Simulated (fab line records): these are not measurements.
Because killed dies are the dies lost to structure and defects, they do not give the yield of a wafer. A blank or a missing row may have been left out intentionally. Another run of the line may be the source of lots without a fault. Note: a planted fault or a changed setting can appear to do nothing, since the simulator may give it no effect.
The tool behind it: which one? | flow nandHarc | Sampling: 24 lots, 72 wafers, 6 of 1302 route steps

WHAT THE GAUGES SHOWED, per wafer
No reading from a measuring or inspecting step in the record can be judged against a usual standard deviation.

WHAT TOOL EACH LOT RAN ON (gives the tool, then ch and the chambers of the sampled wafers, and finally the start)
lot  | NHARC_A_CONTACT_ETCH_116           | NHARC_A_CONTACT_ETCH_118           | NHARC_A_CONTACT_ETCH_123           | NHARC_A_CONTACT_ETCH_96                      | NHARC_A_CONTACT_ETCH_128           | NHARC_A_CONTACT_ETCH_130
L074 | harCapEtch-02 ch 0,1, day 22 05:04 | harCapEtch-02 ch 0,1, day 22 05:23 | harCapEtch-02 ch 0,1, day 22 06:14 | rieDiel-01 ch 0,1,3, day 22 14:48 or earlier | harCapEtch-03 ch 0,1, day 22 14:48 | harCapEtch-03 ch 0,1, day 22 15:09
L075 | harCapEtch-03 ch 0,1, day 22 06:34 | harCapEtch-03 ch 0,1, day 22 06:55 | harCapEtch-03 ch 0,1, day 22 07:56 | rieDiel-01 ch 0,2,3, day 22 17:11 or earlier | harCapEtch-02 ch 0,1, day 22 17:11 | harCapEtch-02 ch 0,1, day 22 17:32
L076 | harCapEtch-01 ch 0,1, day 22 12:22 | harCapEtch-01 ch 0,1, day 22 12:42 | harCapEtch-01 ch 0,1, day 22 13:40 | rieDiel-08 ch 1,2,3, day 22 23:23 or earlier | harCapEtch-01 ch 0,1, day 22 23:23 | harCapEtch-01 ch 0,1, day 22 23:44
L077 | harCapEtch-03 ch 0,1, day 23 03:31 | harCapEtch-03 ch 0,1, day 23 03:52 | harCapEtch-03 ch 0,1, day 23 04:47 | rieDiel-01 ch 0,1,2, day 23 14:09 or earlier | harCapEtch-03 ch 0,1, day 23 14:09 | harCapEtch-03 ch 0,1, day 23 14:31
L079 | harCapEtch-02 ch 0,1, day 23 11:35 | harCapEtch-02 ch 0,1, day 23 11:56 | harCapEtch-02 ch 0,1, day 23 12:51 | rieDiel-01 ch 1,3, day 23 21:16 or earlier   | harCapEtch-02 ch 0,1, day 23 21:16 | harCapEtch-02 ch 0,1, day 23 21:37
L078 | harCapEtch-01 ch 0,1, day 23 14:53 | harCapEtch-01 ch 0,1, day 23 15:13 | harCapEtch-01 ch 0,1, day 23 16:16 | rieDiel-10 ch 0,1,3, day 24 00:42 or earlier | harCapEtch-01 ch 0,1, day 24 00:42 | harCapEtch-01 ch 0,1, day 24 01:03
L081 | harCapEtch-01 ch 0,1, day 24 18:06 | harCapEtch-01 ch 0,1, day 24 18:26 | harCapEtch-01 ch 0,1, day 24 19:17 | rieDiel-08 ch 0,2,3, day 24 20:25            | harCapEtch-01 ch 0,1, day 25 04:59 | harCapEtch-01 ch 0,1, day 25 05:20
L080 | harCapEtch-03 ch 0,1, day 24 18:15 | harCapEtch-03 ch 0,1, day 24 18:35 | harCapEtch-03 ch 0,1, day 24 19:34 | rieDiel-01 ch 0,3, day 25 06:17 or earlier   | harCapEtch-03 ch 0,1, day 25 06:17 | harCapEtch-03 ch 0,1, day 25 06:38
L082 | harCapEtch-02 ch 0,1, day 24 22:38 | harCapEtch-02 ch 0,1, day 24 22:58 | harCapEtch-02 ch 0,1, day 24 23:49 | rieDiel-08 ch 0,1, day 25 01:01              | harCapEtch-02 ch 0,1, day 25 10:11 | harCapEtch-02 ch 0,1, day 25 10:32
L083 | harCapEtch-01 ch 0,1, day 25 11:55 | harCapEtch-01 ch 0,1, day 25 12:16 | harCapEtch-01 ch 0,1, day 25 13:14 | rieDiel-01 ch 0,1,3, day 25 21:44 or earlier | harCapEtch-01 ch 0,1, day 25 21:44 | harCapEtch-01 ch 0,1, day 25 22:05
L086 | harCapEtch-03 ch 0,1, day 26 14:01 | harCapEtch-03 ch 0,1, day 26 14:22 | harCapEtch-03 ch 0,1, day 26 15:13 | rieDiel-01 ch 0,2,3, day 27 01:26 or earlier | harCapEtch-03 ch 0,1, day 27 01:26 | harCapEtch-03 ch 0,1, day 27 01:47
L087 | harCapEtch-01 ch 0,1, day 26 18:38 | harCapEtch-01 ch 0,1, day 26 18:59 | harCapEtch-01 ch 0,1, day 26 19:50 | rieDiel-10 ch 1,2,3, day 27 08:00 or earlier | harCapEtch-02 ch 0,1, day 27 08:00 | harCapEtch-02 ch 0,1, day 27 08:22
L085 | harCapEtch-02 ch 0,1, day 26 22:36 | harCapEtch-02 ch 0,1, day 26 22:56 | harCapEtch-02 ch 0,1, day 26 23:55 | rieDiel-10 ch 1,2,3, day 27 00:53            | harCapEtch-03 ch 0,1, day 27 11:10 | harCapEtch-03 ch 0,1, day 27 11:31
L084 | harCapEtch-01 ch 0,1, day 27 06:07 | harCapEtch-01 ch 0,1, day 27 06:28 | harCapEtch-01 ch 0,1, day 27 07:22 | rieDiel-01 ch 0,1,3, day 27 19:25 or earlier | harCapEtch-02 ch 0,1, day 27 19:25 | harCapEtch-02 ch 0,1, day 27 19:46
L091 | harCapEtch-02 ch 0,1, day 27 15:50 | harCapEtch-02 ch 0,1, day 27 16:10 | harCapEtch-02 ch 0,1, day 27 17:02 | rieDiel-08 ch 0,2,3, day 28 02:28 or earlier | harCapEtch-02 ch 0,1, day 28 02:28 | harCapEtch-02 ch 0,1, day 28 02:49
L089 | harCapEtch-01 ch 0,1, day 27 16:19 | harCapEtch-01 ch 0,1, day 27 16:38 | harCapEtch-01 ch 0,1, day 27 17:30 | rieDiel-01 ch 2,3, day 27 18:38              | harCapEtch-01 ch 0,1, day 28 04:26 | harCapEtch-01 ch 0,1, day 28 04:47
L088 | harCapEtch-01 ch 0,1, day 27 22:55 | harCapEtch-01 ch 0,1, day 27 23:16 | harCapEtch-01 ch 0,1, day 28 00:10 | rieDiel-08 ch 0,1,2, day 28 08:53 or earlier | harCapEtch-03 ch 0,1, day 28 08:53 | harCapEtch-03 ch 0,1, day 28 09:14
L090 | harCapEtch-03 ch 0,1, day 28 03:29 | harCapEtch-03 ch 0,1, day 28 03:49 | harCapEtch-03 ch 0,1, day 28 04:51 | rieDiel-10 ch 1,2,3, day 28 14:25 or earlier | harCapEtch-03 ch 0,1, day 28 14:25 | harCapEtch-03 ch 0,1, day 28 14:53
L093 | harCapEtch-03 ch 0,1, day 29 03:23 | harCapEtch-03 ch 0,1, day 29 03:43 | harCapEtch-03 ch 0,1, day 29 04:45 | rieDiel-01 ch 0,3, day 29 14:55 or earlier   | harCapEtch-02 ch 0,1, day 29 14:55 | harCapEtch-02 ch 0,1, day 29 15:16
L092 | harCapEtch-01 ch 0,1, day 29 03:32 | harCapEtch-01 ch 0,1, day 29 03:52 | harCapEtch-01 ch 0,1, day 29 04:43 | rieDiel-01 ch 0,2,3, day 29 16:20 or earlier | harCapEtch-03 ch 0,1, day 29 16:20 | harCapEtch-03 ch 0,1, day 29 16:41
L094 | harCapEtch-03 ch 0,1, day 30 05:53 | harCapEtch-03 ch 0,1, day 30 06:21 | harCapEtch-03 ch 0,1, day 30 07:44 | rieDiel-01 ch 1,2, day 30 08:42              | harCapEtch-01 ch 0,1, day 30 16:20 | harCapEtch-01 ch 0,1, day 30 16:41
L096 | harCapEtch-02 ch 0,1, day 31 01:01 | harCapEtch-02 ch 0,1, day 31 01:28 | harCapEtch-02 ch 0,1, day 31 02:37 | rieDiel-01 ch 0,2,3, day 31 11:31 or earlier | harCapEtch-02 ch 0,1, day 31 11:31 | harCapEtch-02 ch 0,1, day 31 11:59
L095 | harCapEtch-01 ch 0,1, day 31 03:50 | harCapEtch-01 ch 0,1, day 31 04:17 | harCapEtch-01 ch 0,1, day 31 05:25 | rieDiel-01 ch 0,3, day 31 15:53 or earlier   | harCapEtch-01 ch 0,1, day 31 15:53 | harCapEtch-01 ch 0,1, day 31 16:14
L097 | harCapEtch-03 ch 0,1, day 31 04:55 | harCapEtch-03 ch 0,1, day 31 05:16 | harCapEtch-03 ch 0,1, day 31 06:14 | rieDiel-10 ch 0,3, day 31 16:01 or earlier   | harCapEtch-03 ch 0,1, day 31 16:01 | harCapEtch-03 ch 0,1, day 31 16:22
- NHARC_A_CONTACT_ETCH_116: etches the open film in C4F8/O2/Ar, time 190 s, target depth 1850 nm.
- NHARC_A_CONTACT_ETCH_118: etches the open film in C4F8/O2/Ar, time 190 s, target depth 1850 nm.
- NHARC_A_CONTACT_ETCH_123: etches the open film in C4F8/O2/Ar, time 490 s, target depth 2110 nm.
- NHARC_A_CONTACT_ETCH_96: etches the open film in C4F6/O2, target depth 20 nm, time 10 s.
- NHARC_A_CONTACT_ETCH_128: etches the open film in C4F8/O2/Ar, time 197 s, target depth 1918 nm.
- NHARC_A_CONTACT_ETCH_130: etches the open film in C4F8/O2/Ar, time 197 s, target depth 1918 nm.

WHAT THE TOOLS THEMSELVES READ (means of the sampled wafers that have a number; where no wafer has one, the mark that the record gives instead)
NHARC_A_CONTACT_ETCH_96.
lot  | tool       | drypumpMotorCurrentA (A) | oesProductAu (a.u.) | rfVppV (V) | showerheadPlenumPTorr (Torr) | throttleValvePct (%)
L074 | rieDiel-01 | 5.8                      | 0.951               | 546.0      | 3.88                         | 26.904
L075 | rieDiel-01 | 5.6                      | 0.944               | 545.4      | 3.82                         | 26.905
L076 | rieDiel-08 | 6.3                      | 0.974               | 546.3      | 3.88                         | 26.898
L077 | rieDiel-01 | 6.0                      | 1.008               | 545.0      | 3.84                         | 26.906
L079 | rieDiel-01 | 5.7                      | 0.953               | 546.5      | 3.91                         | 26.913
L078 | rieDiel-10 | 5.4                      | 0.972               | 544.3      | 3.81                         | 26.899
L081 | rieDiel-08 | 6.1                      | 0.964               | 548.2      | 3.97                         | 26.905
L080 | rieDiel-01 | 5.5                      | 1.003               | 545.2      | 3.83                         | 26.908
L082 | rieDiel-08 | 6.4                      | 1.004               | 547.2      | 3.93                         | 26.898
L083 | rieDiel-01 | 5.8                      | 1.014               | 546.4      | 3.88                         | 26.908
L086 | rieDiel-01 | 5.6                      | 0.952               | 544.6      | 3.81                         | 26.898
L087 | rieDiel-10 | 5.5                      | 0.993               | 547.6      | 3.95                         | 26.907
L085 | rieDiel-10 | 5.4                      | 1.004               | 547.2      | 3.95                         | 26.903
L084 | rieDiel-01 | 5.8                      | 1.000               | 545.5      | 3.87                         | 26.909
L091 | rieDiel-08 | 6.1                      | 1.004               | 548.1      | 3.96                         | 26.901
L089 | rieDiel-01 | 5.7                      | 0.953               | 544.7      | 3.79                         | 26.901
L088 | rieDiel-08 | 6.4                      | 1.010               | 547.3      | 3.98                         | 26.920
L090 | rieDiel-10 | 5.5                      | 0.937               | 547.2      | 3.94                         | 26.901
L093 | rieDiel-01 | 5.5                      | 0.965               | 544.2      | 3.85                         | 26.906
L092 | rieDiel-01 | 5.6                      | 0.996               | 543.8      | 3.80                         | 26.902
L094 | rieDiel-01 | 6.2                      | 0.959               | 545.2      | 3.86                         | 26.909
L096 | rieDiel-01 | 5.6                      | 0.951               | 543.7      | 3.80                         | 26.906
L095 | rieDiel-01 | 5.5                      | 1.010               | 545.4      | 3.82                         | 26.905
L097 | rieDiel-10 | 5.5                      | 0.959               | 543.7      | 3.71                         | 26.907

THE ANSWER, worked out from the rows above alone
Rule: what is usual is taken from the lots themselves. The widest of any qualifying gaps counts: lots, ordered by their means at a reading, are off when they make up no more than a third of the lots, leave a main group of 4 or more, and stand apart from it by 3 or more times the standard deviation of that group's means. Not used: any main group whose means are identical at the precision the tables above print for the reading. A lot without any number at a reading at which 4 lots or more have one is off too. All remaining lots with rows at the step are treated as sound. Order of review: gauges by route order, followed by the tools' own readings, for which a lot's mean as printed above is used. At the first step where some lot is off, the reading lying furthest off is the one used; lots without a number count as furthest.
Nothing can be told from this: no lot is off at any reading shown.

WHAT WAS PUT IN BY THE SIMULATOR
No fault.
